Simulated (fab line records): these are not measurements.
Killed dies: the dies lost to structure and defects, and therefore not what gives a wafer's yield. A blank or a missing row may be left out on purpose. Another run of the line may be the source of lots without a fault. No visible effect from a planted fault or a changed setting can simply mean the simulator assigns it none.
Chamber matching	flow nand_harc	4 sister chambers for NHARC_THIN_TSV_CMP_01 on cmp-02
The step polishes. 4 wafers are shown with their chamber, then 12 later ones without.

== EACH WAFER AND ITS CHAMBER ==
wafer	chamber	motor_current_A (A)
L092.2	0	12.8
L092.4	1	12.5
L095.3	3	14.4
L095.6	2	12.0

== WAFERS WHOSE CHAMBER IS MISSING ==
wafer	motor_current_A (A)
L094.1	13.8
L094.3	11.7
L094.6	14.7
L094.2	12.1
L094.4	13.2
L094.5	12.7
L096.1	11.9
L096.2	12.8
L096.3	12.4
L096.4	15.0
L096.5	12.0
L096.6	14.6

== CHAMBER TAKEN BY EACH ==
wafer	from the rows above	in truth
L094.1	can't be placed: 3 or 0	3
L094.3	can't be placed: 2 or 1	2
L094.6	3	3
L094.2	can't be placed: 2 or 1 or 0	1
L094.4	can't be placed: 0 or 1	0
L094.5	can't be placed: 0 or 1 or 2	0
L096.1	can't be placed: 2 or 1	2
L096.2	can't be placed: 0 or 1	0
L096.3	can't be placed: 1 or 0 or 2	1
L096.4	3	3
L096.5	can't be placed: 2 or 1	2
L096.6	3	3
3 of 12 placed correctly. Unplaceable from these rows: 9, with the true chamber sitting among the candidates in 9. Number placed wrongly: 0.
How it was worked out, from the rows above alone: a wafer's distance from a chamber is the root of the sum, over the readings, of the square of ((its reading less the chamber's mean) divided by the reading's scatter). The wafer belongs to the nearest chamber; if the next one is less than 2 further off, it can't be placed. The mean given for a chamber averages the wafers shown for that chamber. The scatter: with one shown wafer a chamber, the root of the mean of the squares of how far each hidden wafer lies from its nearest shown one.
